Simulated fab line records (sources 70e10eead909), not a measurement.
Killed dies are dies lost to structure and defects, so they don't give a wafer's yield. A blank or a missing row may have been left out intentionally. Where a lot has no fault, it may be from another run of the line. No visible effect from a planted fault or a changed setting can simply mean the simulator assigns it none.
Chamber matching :: flow nand harc :: 3 sister chambers for NHARC_P_M2_PRE_CLEAN_32 on pecvd-02
The step time 12 s. 3 wafers are shown with their chamber, then 11 later ones without.

WAFERS PAIRED WITH THEIR CHAMBERS
wafer: L087.6
chamber: 2
heater power w (W): 611

wafer: L089.5
chamber: 0
heater power w (W): 603

wafer: L088.1
chamber: 1
heater power w (W): 757

WAFERS MISSING THEIR CHAMBER
wafer: L088.4
heater power w (W): 753

wafer: L088.5
heater power w (W): 537

wafer: L090.2
heater power w (W): 581

wafer: L090.3
heater power w (W): 778

wafer: L090.6
heater power w (W): 581

wafer: L096.2
heater power w (W): 589

wafer: L096.3
heater power w (W): 773

wafer: L096.5
heater power w (W): 624

wafer: L097.3
heater power w (W): 587

wafer: L097.5
heater power w (W): 609

wafer: L097.6
heater power w (W): 719

WHICH CHAMBER EACH WENT THROUGH
wafer: L088.4
from the rows above: 1
in truth: 1

wafer: L088.5
from the rows above: can't be placed: 0 or 2
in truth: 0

wafer: L090.2
from the rows above: can't be placed: 0 or 2
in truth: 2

wafer: L090.3
from the rows above: 1
in truth: 1

wafer: L090.6
from the rows above: can't be placed: 0 or 2
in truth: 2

wafer: L096.2
from the rows above: can't be placed: 0 or 2
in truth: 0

wafer: L096.3
from the rows above: 1
in truth: 1

wafer: L096.5
from the rows above: can't be placed: 2 or 0
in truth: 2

wafer: L097.3
from the rows above: can't be placed: 0 or 2
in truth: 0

wafer: L097.5
from the rows above: can't be placed: 2 or 0
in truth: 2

wafer: L097.6
from the rows above: 1
in truth: 1
4 of 11 placed correctly. Unplaceable from these rows: 7, with the true chamber sitting among the candidates in 7. Wrongly placed: 0.
How it was worked out, from the rows above alone: a wafer's distance from a chamber is the root of the sum, over the readings, of the square of ((its reading less the chamber's mean) divided by the reading's scatter). The wafer belongs to the nearest chamber; if the next one is less than 2 further off, it can't be placed. Each chamber's mean is taken over the wafers shown for it. The scatter: root of mean squared gap, hidden wafer to nearest shown wafer, with one shown wafer a chamber.
